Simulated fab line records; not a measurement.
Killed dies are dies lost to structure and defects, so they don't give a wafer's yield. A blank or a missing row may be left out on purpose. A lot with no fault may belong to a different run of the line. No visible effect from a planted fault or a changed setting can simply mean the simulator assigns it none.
fab line records    flow nand-harc    part 1 of 2: steps 1 to 4 of 6
record: lots: 23  wafers: 69  last-day: 24
route steps=1159 shown P_M0@267 P_M1@296 P_M2@333
lots that met no fault: from a run of the same line without faults
start-h: the number of hours between the record's first day and the start of the first shown wafer of the lot    wait-h: hours elapsed since this lot's preceding step    " the same as in the row above    L1.1+2: a row that stands for several wafers    - no value present, or no start provided    * or withheld: withheld    < > ~ a bound
route shown NAME@n: names a module that has steps shown in the file, with the first one's number in the route    usual: mean/standard deviation of fault-free wafers    same: alike in all rows    chamber/n: place in a boat    sites: the reading at each site    _std_site: how widely they spread, as a standard deviation    _edge_site: outer sites' mean less inner sites'    radius-mm: how far each site lies from the wafer's centre    mask NAME#n: copy n    behind: tool/chamber where the wafer was last shaped    hold: what put the lot on hold/how long, in hours/how the hold closed    device: transistor that didn't switch, given as n, p or np    end of line: the same wafers' tests at the end of the route    for a step that has no rows: nothing shown but its recipe    killed: not the wafer's yield, but the dies lost to structure and defects at the first sort    map: the dies of a wafer, with x for killed, . for not killed, _ for no die there
set.NAME: the setting that was run; set.NAME@STEP: the one run at that earlier step    model.NAME: the simulator's own value behind a step, which no gauge read
steps of the route over a sample of lots; a table a step, a row a wafer
services: a tool's chamber out of use, with start hour (start-h, from the record's first day; less than 0 if before it), hours out, and reason
== steps ==
step: NHARC_P_M0_ETCH_34
recipe: target-depth-a: 400  overetch-a: 120  time-s: 43.94  ion-energy-ev: 200  n2-flow-sccm: 150  h2-flow-sccm: 150  ar-flow-sccm: 0  rf-w: 400  bias-w: 150  chemistry: N2/H2
usual: drypump-motor-current-A: 5.7/0.31  mfc-ar-sccm: 0.016/0.01  oes-product-au: 0.995/0.011  rf-fwd-power-W: 395.6/1.8  rf-vpp-V: 432.1/2.4  showerhead-plenum-p-Torr: 2.10/0.086  throttle-valve-pct: 14.170/0.0085
lot.wafer  tool         chamber  start-h  wait-h  drypump-motor-current-A  mfc-ar-sccm  oes-product-au  rf-fwd-power-W  rf-hours-counter-h  rf-vpp-V  showerhead-plenum-p-Torr  throttle-valve-pct
L074.3     rie-diel-01  0        119.39   0.1     5.6                      0.021        1.008           399.2           10                  431.3     2.09                      14.181
L074.4     "            2        "        "       5.9                      0.019        0.989           394.7           8                   434.1     2.15                      14.172
L074.6     "            0        "        "       5.6                      0.021        1.017           397.6           -                   431.2     2.09                      14.173
L075.4     rie-diel-05  3        128.56   0.1     5.7                      0.030        0.989           395.8           10                  433.3     2.14                      14.187
L075.1     "            0        "        "       6.1                      0.021        0.993           394.4           9                   434.5     2.18                      14.173
L075.6     "            3        "        "       5.7                      0.030        0.991           395.5           -                   433.2     2.14                      14.177
L076.3     rie-diel-01  3        129.06   0.1     5.1                      0.027        0.994           396.4           10                  434.6     2.15                      14.173
L076.2     "            1        "        "       5.8                      0.017        0.990           391.2           9                   432.7     2.15                      14.165
L076.6     "            2        "        "       5.8                      0.019        0.986           395.2           -                   433.7     2.15                      14.164
L077.1     rie-diel-05  2        138.11   0.1     6.1                      0            1.013           396.0           11                  430.2     2.00                      14.169
L077.4     "            3        "        "       5.6                      0.030        0.991           394.2           10                  433.6     2.14                      14.188
L077.6     "            2        "        "       6.2                      0            1.014           395.8           -                   428.6     2.00                      14.164
L078.2     rie-diel-05  3        139.90   0.1     5.7                      0.030        0.987           394.6           10                  433.4     2.14                      14.171
L078.5     "            1        "        "       5.5                      0.016        1.001           396.7           -                   428.3     1.92                      14.172
L078.6     "            3        "        "       5.7                      0.030        0.981           394.3           -                   435.4     2.14                      14.164
L081.1     rie-diel-05  1        155.03   0.1     5.5                      0.016        1.015           395.1           12                  427.5     1.92                      14.162
L081.2     "            2        "        "       6.2                      0            1.006           394.4           13                  428.7     2.00                      14.178
L081.5     "            1        "        "       5.5                      0.016        1.008           395.0           -                   427.4     1.92                      14.164
L080.2     rie-diel-08  1        155.86   0.1     5.5                      0            0.994           393.4           2                   430.8     2.05                      14.182
L080.3     "            3        "        "       6.0                      0            0.991           397.4           2                   433.9     2.17                      14.166
L080.5     "            1        "        "       5.5                      0            0.989           392.6           -                   430.0     2.05                      14.164
L079.3     rie-diel-05  2        156.56   0.1     6.1                      0            1.023           394.2           13                  429.9     2.00                      14.163
L079.4     "            0        "        "       6.1                      0.021        0.988           393.8           11                  433.4     2.18                      14.171
L079.6     "            1        "        "       5.5                      0.016        1.006           397.8           -                   426.3     1.92                      14.181
L082.4     rie-diel-05  0        162.82   0.1     6.2                      0.021        1.002           395.3           12                  435.0     2.18                      14.168
L082.2     "            1        "        "       5.5                      0.016        0.998           395.6           13                  428.1     1.92                      14.162
L082.1     "            2        "        "       6.2                      0            1.018           394.5           13                  429.3     2.00                      14.160
L083.1     rie-diel-01  1        166.59   0.1     5.9                      0.017        0.985           392.9           2                   432.2     2.15                      14.161
L083.4     "            2        "        "       5.9                      0.019        0.976           394.3           2                   433.4     2.15                      14.174
L083.5     "            1        "        "       5.8                      0.017        0.983           394.5           -                   433.2     2.15                      14.160
L084.4     rie-diel-01  0        171.79   0.1     5.6                      0.021        0.996           396.6           2                   430.9     2.09                      14.170
L084.3     "            2        "        "       5.8                      0.019        0.986           398.5           2                   432.9     2.15                      14.173
L084.6     "            0        "        "       5.6                      0.021        0.999           398.1           -                   431.5     2.09                      14.170
L087.1     rie-diel-05  2        192.31   0.1     6.1                      0            1.003           395.9           2                   428.9     2.00                      14.155
L087.3     "            3        "        "       5.7                      0.030        0.975           395.4           1                   433.9     2.14                      14.174
L087.5     "            3        "        "       5.7                      0.030        0.978           396.5           -                   434.0     2.14                      14.157
L086.2     rie-diel-05  0        193.53   0.1     6.2                      0.021        0.998           396.1           2                   434.1     2.18                      14.185
L086.1     "            2        "        "       6.2                      0            1.007           394.9           2                   429.9     2.00                      14.164
L086.4     "            3        "        "       5.7                      0.030        0.981           395.7           1                   433.0     2.14                      14.160
L085.1     rie-diel-01  0        213.31   0.1     5.6                      0.021        0.993           395.9           5                   434.0     2.09                      14.173
L085.2     "            1        "        "       5.8                      0.017        1.000           394.4           4                   433.7     2.15                      14.159
L085.5     "            0        "        "       5.6                      0.021        0.999           397.5           -                   432.0     2.09                      14.186
L088.3     rie-diel-05  0        215.02   0.1     6.2                      0.021        0.997           394.6           3                   435.3     2.18                      14.168
L088.4     "            1        "        "       5.5                      0.016        1.008           399.6           3                   427.5     1.92                      14.177
L088.6     "            3        "        "       5.7                      0.030        0.986           396.6           -                   433.8     2.14                      14.167
L090.2     rie-diel-01  3        221.41   0.1     5.1                      0.027        0.985           397.1           5                   434.1     2.15                      14.163
L090.1     "            1        "        "       5.8                      0.017        0.994           394.9           5                   433.6     2.15                      14.176
L090.6     "            3        "        "       5.1                      0.027        0.995           396.2           -                   433.3     2.15                      14.169
L091.3     rie-diel-08  0        222.90   0.1     5.6                      0.001        1.023           396.3           6                   435.8     2.20                      14.167
L091.2     "            1        "        "       5.5                      0            0.986           393.6           6                   430.8     2.04                      14.180
L091.6     "            1        "        "       5.5                      0            0.992           391.1           -                   430.1     2.04                      14.170
L094.4     rie-diel-01  0        230.92   0.1     5.6                      0.021        0.999           396.5           6                   431.7     2.09                      14.160
L094.1     "            1        "        "       5.8                      0.017        0.991           390.2           6                   434.3     2.15                      14.159
L094.2     "            2        "        "       5.8                      0.019        0.991           394.9           6                   433.5     2.14                      14.174
L093.2     rie-diel-08  3        232.94   0.1     6.0                      0            1.003           396.0           6                   434.2     2.17                      14.167
L093.6     "            2        "        "       5.3                      0            1.003           392.3           -                   428.5     1.97                      14.168
L093.5     "            3        "        "       6.0                      0            0.997           396.6           -                   436.5     2.17                      14.162
L092.3     rie-diel-05  3        233.07   0.1     5.7                      0.030        0.983           396.8           3                   431.8     2.14                      14.166
L092.2     "            2        "        "       6.1                      0            1.014           397.6           4                   429.2     2.00                      14.176
L092.6     "            3        "        "       5.7                      0.030        0.979           396.9           -                   433.6     2.14                      14.184
L095.3     rie-diel-01  2        246.04   0.1     5.8                      0.019        0.989           396.9           7                   433.5     2.14                      14.164
L095.4     "            3        "        "       5.1                      0.027        0.990           397.6           7                   433.5     2.15                      14.170
L095.2     "            0        "        "       5.6                      0.021        0.994           396.0           6                   433.0     2.09                      14.169
L096.3     rie-diel-01  1        246.66   0.1     5.8                      0.017        0.991           394.7           7                   434.9     2.15                      14.157
L096.1     "            0        "        "       5.6                      0.021        0.990           398.0           6                   431.7     2.09                      14.168
L096.4     "            0        "        "       5.6                      0.021        1.000           395.0           -                   432.6     2.09                      14.152
L097.4     rie-diel-01  2        255.11   0.1     5.8                      0.019        0.988           395.5           8                   432.1     2.14                      14.172
L097.6     "            3        "        "       5.1                      0.027        0.995           397.7           -                   434.4     2.15                      14.189
L097.5     "            0        "        "       5.6                      0.021        0.995           397.1           -                   431.8     2.08                      14.176
step: NHARC_P_M1_OVL_MEAS_10
recipe: pitch-nm: 260
usual: overlay-x-nm: 0.1/0.87  overlay-y-nm: 0.2/0.76
lot.wafer  tool        chamber  start-h  wait-h  overlay-x-nm  overlay-y-nm
L074.3     overlay-01  -        123.27   -       -0.1          0.3
L074.4     "           -        "        "       -0.5          -0.1
L074.6     "           -        "        "       -0.6          0.3
L075.1     overlay-01  -        132.46   -       0.2           0.6
L075.4     "           -        "        "       0.8           0.7
L075.6     "           -        "        "       -0.4          0.6
L076.2     overlay-01  -        132.80   -       0.8           1.3
L076.3     "           -        "        "       1.6           1.7
L076.6     "           -        "        "       1.5           1.7
L077.1     overlay-02  -        142.08   -       0.0           0.9
L077.4     "           -        "        "       0.1           1.5
L077.6     "           -        "        "       -0.2          1.3
L078.2     overlay-02  -        143.68   -       -0.8          1.0
L078.5     "           -        "        "       -0.5          1.5
L078.6     "           -        "        "       0.5           1.2
L081.1     overlay-02  -        158.97   -       1.2           0.1
L081.2     "           -        "        "       1.1           0.4
L081.5     "           -        "        "       1.4           1.0
L080.2     overlay-02  -        159.99   -       -0.1          0.2
L080.3     "           -        "        "       -0.4          0.3
L080.5     "           -        "        "       -0.7          0.2
L079.3     overlay-02  -        160.69   -       1.1           -0.1
L079.4     "           -        "        "       1.4           -0.1
L079.6     "           -        "        "       0.6           0.1
L082.1     overlay-01  -        167.18   -       0.0           0.5
L082.2     "           -        "        "       0.6           0.8
L082.4     "           -        "        "       0.2           0.9
L083.1     overlay-01  -        170.67   -       0.0           -1.3
L083.4     "           -        "        "       -0.3          -0.8
L083.5     "           -        "        "       -0.2          -1.2
L084.3     overlay-02  -        175.51   -       -0.8          1.3
L084.4     "           -        "        "       -0.3          0.9
L084.6     "           -        "        "       -0.9          1.2
L087.1     overlay-02  -        196.44   -       -1.4          0.2
L087.3     "           -        "        "       -1.4          -0.5
L087.5     "           -        "        "       -1.1          -0.1
L086.1     overlay-02  -        197.34   -       1.7           0.9
L086.2     "           -        "        "       2.2           0.7
L086.4     "           -        "        "       2.5           1.3
L085.1     overlay-01  -        217.16   -       -0.1          0.3
L085.2     "           -        "        "       0.1           0.0
L085.5     "           -        "        "       -0.4          0.0
L088.3     overlay-01  -        218.84   -       0.6           -0.7
L088.4     "           -        "        "       0.3           -0.3
L088.6     "           -        "        "       0.5           0.1
L090.1     overlay-02  -        225.33   -       1.1           -0.6
L090.2     "           -        "        "       1.6           -0.6
L090.6     "           -        "        "       0.9           0.0
L091.2     overlay-02  -        226.91   -       -0.3          -1.1
L091.3     "           -        "        "       -0.4          -0.3
L091.6     "           -        "        "       -0.2          0.1
L094.1     overlay-01  -        234.83   -       -1.3          0.0
L094.2     "           -        "        "       -0.5          -0.2
L094.4     "           -        "        "       -1.5          0.1
L093.2     overlay-02  -        236.85   -       -0.3          1.7
L093.5     "           -        "        "       -0.8          0.6
L093.6     "           -        "        "       -0.8          1.0
L092.2     overlay-01  -        237.07   -       -1.1          -1.1
L092.3     "           -        "        "       -1.2          -0.8
L092.6     "           -        "        "       -1.1          -1.1
L095.2     overlay-02  -        249.91   -       -0.2          -0.6
L095.3     "           -        "        "       -0.2          -0.6
L095.4     "           -        "        "       -0.3          -0.8
L096.1     overlay-02  -        250.74   -       -0.1          -0.3
L096.3     "           -        "        "       -0.4          -0.1
L096.4     "           -        "        "       0.2           -0.7
L097.4     overlay-02  -        259.12   -       1.2           0.1
L097.5     "           -        "        "       1.0           -0.5
L097.6     "           -        "        "       0.7           -0.2
step: NHARC_P_M1_ETCH_15
recipe: target-depth-a: 1825  time-s: 91.2  c4f8-flow-sccm: withheld  ar-flow-sccm: 400  rf-w: 600  bias-w: 300  chemistry: C4F8/Ar
usual: oes-product-au: 0.953/0.023  rf-fwd-power-W: 596.1/2  rf-vpp-V: 441.2/2.4
lot.wafer  tool         chamber  start-h  wait-h  oes-product-au  rf-fwd-power-W  rf-hours-counter-h  rf-vpp-V
L074.3     rie-diel-04  2        -        -       0.966           595.0           0.2                 440.5
L074.4     "            0        "        "       0.994           598.4           0.1                 440.8
L074.6     "            2        "        "       0.977           594.1           -                   441.5
L075.1     rie-diel-04  3        -        -       0.964           596.3           1.4                 437.9
L075.4     "            2        "        "       0.963           594.0           1.1                 440.6
L075.6     "            0        "        "       0.978           596.6           -                   440.2
L076.2     rie-diel-12  1        -        -       0.915           600.0           5.3                 441.8
L076.3     "            0        "        "       0.933           596.0           5.8                 438.3
L076.6     "            2        "        "       0.918           597.8           -                   442.2
L077.1     rie-diel-12  3        -        -       0.955           595.1           6.3                 441.3
L077.4     "            1        "        "       0.970           596.2           6.3                 441.2
L077.6     "            2        "        "       0.973           595.8           -                   442.9
L078.2     rie-diel-12  3        -        -       0.914           593.6           6.4                 441.1
L078.5     "            3        "        "       0.923           591.8           -                   439.8
L078.6     "            0        "        "       0.928           594.2           -                   438.0
L081.1     rie-diel-12  2        -        -       0.922           599.4           8.5                 443.9
L081.2     "            0        "        "       0.940           595.3           8.2                 438.7
L081.5     "            3        "        "       0.940           595.2           -                   440.2
L080.3     rie-diel-04  1        -        -       0.945           593.4           2.9                 445.5
L080.2     "            3        "        "       0.973           594.0           3.1                 438.6
L080.5     "            1        "        "       0.952           592.7           -                   446.4
L079.4     rie-diel-04  2        -        -       0.978           595.2           3.3                 441.1
L079.3     "            3        "        "       0.944           594.9           3.3                 437.3
L079.6     "            2        "        "       0.986           592.8           -                   441.0
L082.1     rie-diel-06  1        -        -       0.955           597.8           1.9                 439.6
L082.2     "            2        "        "       0.980           594.9           1.9                 440.5
L082.4     "            3        "        "       0.972           595.1           2.0                 443.5
L083.1     rie-diel-04  3        -        -       0.909           598.4           3.7                 436.4
L083.4     "            0        "        "       0.932           600.3           3.4                 440.3
L083.5     "            2        "        "       0.919           595.7           -                   440.5
L084.4     rie-diel-06  0        -        -       0.966           597.2           2.0                 439.9
L084.3     "            2        "        "       0.953           596.3           2.0                 441.7
L084.6     "            0        "        "       0.968           594.7           -                   440.2
L087.3     rie-diel-06  0        -        -       0.929           593.5           2.4                 441.3
L087.1     "            1        "        "       0.910           595.4           2.5                 440.0
L087.5     "            2        "        "       0.930           594.8           -                   441.8
L086.4     rie-diel-04  1        -        -       0.963           591.2           5.0                 444.7
L086.2     "            2        "        "       0.977           594.4           5.5                 440.6
L086.1     "            0        "        "       0.969           597.2           4.8                 440.7
L085.1     rie-diel-12  1        -        -       0.971           596.2           0.0                 440.7
L085.2     "            2        "        "       0.974           597.7           0.7                 443.3
L085.5     "            1        "        "       0.966           596.4           -                   441.9
L088.4     rie-diel-06  2        -        -       0.958           593.6           2.8                 441.9
L088.3     "            0        "        "       0.977           596.6           2.7                 439.2
L088.6     "            2        "        "       0.965           595.3           -                   441.7
L090.2     rie-diel-06  1        -        -       0.970           596.1           3.1                 438.5
L090.1     "            2        "        "       0.952           594.9           3.0                 441.6
L090.6     "            3        "        "       0.943           593.6           -                   445.3
L091.3     rie-diel-12  2        -        -       0.957           599.1           1.5                 443.9
L091.2     "            3        "        "       0.980           596.4           1.8                 442.0
L091.6     "            1        "        "       0.956           599.5           -                   442.1
L094.1     rie-diel-12  0        -        -       0.978           596.4           2.7                 438.6
L094.2     "            1        "        "       0.977           598.6           1.7                 441.1
L094.4     "            2        "        "       0.969           599.3           2.1                 442.5
L093.2     rie-diel-12  2        -        -       0.909           595.6           2.2                 443.6
L093.6     "            3        "        "       0.927           595.0           -                   439.5
L093.5     "            0        "        "       0.943           595.6           -                   438.3
L092.3     rie-diel-04  3        -        -       0.954           595.3           8.3                 437.5
L092.2     "            0        "        "       0.993           596.4           7.2                 440.4
L092.6     "            3        "        "       0.953           596.3           -                   436.3
L095.2     rie-diel-12  1        -        -       0.973           598.2           2.7                 440.7
L095.4     "            2        "        "       0.958           597.9           2.9                 443.5
L095.3     "            3        "        "       0.973           592.8           3.3                 441.8
L096.1     rie-diel-12  1        -        -       0.959           598.3           2.7                 441.0
L096.4     "            2        "        "       0.961           596.2           3.0                 443.3
L096.3     "            3        "        "       0.979           596.8           3.3                 439.3
L097.4     rie-diel-04  1        -        -       0.915           595.3           8.3                 444.3
L097.5     "            0        "        "       0.934           597.3           -                   442.2
L097.6     "            1        "        "       0.908           595.3           -                   446.7
step: NHARC_P_M1_DEP_33
recipe: target-thk-a: 300  temp-c: 370  target-thk-nm: 30  pressure-torr: 3  flow-sccm: 200  rf-w: 450  material: SiCN
usual: heater-power-outer-w: 322/48  heater-power-w: 554/68  rf-fwd-power-W: 449.0/1.4
lot.wafer  tool      chamber  start-h  wait-h  heater-power-outer-w  heater-power-w  rf-fwd-power-W
L074.3     pecvd-02  2        126.22   0.1     294                   569             447.8
L074.6     "         0        "        "       242                   500             447.7
L074.4     "         2        "        "       313                   579             448.0
L075.1     pecvd-04  2        135.27   0.1     376                   599             447.3
L075.6     "         0        "        "       294                   490             448.3
L075.4     "         1        "        "       330                   552             449.7
L076.2     pecvd-04  0        135.67   0.1     293                   496             450.0
L076.3     "         1        "        "       320                   560             449.2
L076.6     "         1        "        "       331                   557             450.2
L077.1     pecvd-04  2        145.03   0.1     321                   531             450.0
L077.6     "         0        "        "       294                   495             450.4
L077.4     "         2        "        "       323                   542             449.0
L078.2     pecvd-02  0        146.54   0.1     307                   579             451.0
L078.5     "         2        "        "       240                   476             447.2
L078.6     "         1        "        "       416                   644             449.0
L081.1     pecvd-03  0        161.96   0.1     337                   611             448.3
L081.2     "         1        "        "       302                   545             448.1
L081.5     "         2        "        "       333                   574             448.3
L080.2     pecvd-04  2        162.89   0.1     419                   654             449.4
L080.3     "         2        "        "       398                   648             447.7
L080.5     "         2        "        "       395                   672             448.6
L079.4     pecvd-04  0        163.92   0.2     254                   445             444.7
L079.3     "         2        "        "       381                   633             450.9
L079.6     "         0        "        "       266                   451             447.8
L082.1     pecvd-03  0        170.03   0.1     346                   619             449.1
L082.2     "         1        "        "       284                   513             450.0
L082.4     "         0        "        "       341                   615             448.3
L083.1     pecvd-03  2        173.62   0.1     266                   495             448.2
L083.5     "         0        "        "       359                   639             451.4
L083.4     "         1        "        "       297                   528             447.9
L084.3     pecvd-03  1        178.41   0.1     307                   541             451.2
L084.6     "         0        "        "       326                   581             449.5
L084.4     "         1        "        "       320                   548             450.1
L087.1     pecvd-02  0        199.26   0.1     323                   614             448.5
L087.3     "         1        "        "       404                   618             451.4
L087.5     "         1        "        "       394                   614             449.4
L086.2     pecvd-03  1        200.16   0.1     243                   469             450.7
L086.1     "         2        "        "       319                   538             450.2
L086.4     "         1        "        "       241                   460             451.4
L085.1     pecvd-04  0        220.02   0.1     315                   497             449.5
L085.2     "         1        "        "       237                   406             448.5
L085.5     "         2        "        "       364                   614             448.0
L088.3     pecvd-02  0        221.65   0.1     339                   624             451.0
L088.4     "         1        "        "       393                   620             448.2
L088.6     "         2        "        "       247                   512             450.0
L090.1     pecvd-03  0        228.15   0.1     355                   617             448.2
L090.2     "         1        "        "       305                   557             449.3
L090.6     "         1        "        "       304                   538             447.2
L091.2     pecvd-04  0        229.78   0.1     295                   477             448.5
L091.3     "         1        "        "       285                   482             447.5
L091.6     "         1        "        "       289                   463             449.8
L094.2     pecvd-04  0        237.65   0.1     304                   495             450.2
L094.1     "         1        "        "       303                   500             449.0
L094.4     "         2        "        "       418                   677             450.1
L093.2     pecvd-03  2        239.76   0.1     339                   577             448.5
L093.6     "         1        "        "       301                   539             449.6
L093.5     "         2        "        "       345                   589             450.9
L092.2     pecvd-04  1        239.92   0.1     283                   477             448.2
L092.3     "         0        "        "       312                   507             447.9
L092.6     "         1        "        "       282                   480             449.2
L095.2     pecvd-04  0        252.77   0.1     298                   493             449.3
L095.3     "         1        "        "       252                   420             448.5
L095.4     "         1        "        "       247                   424             447.9
L096.1     pecvd-02  0        253.57   0.1     284                   556             450.5
L096.3     "         1        "        "       374                   587             448.6
L096.4     "         0        "        "       293                   558             449.8
L097.4     pecvd-03  2        262.08   0.2     265                   478             449.7
L097.6     "         0        "        "       357                   612             449.1
L097.5     "         1        "        "       316                   555             448.3
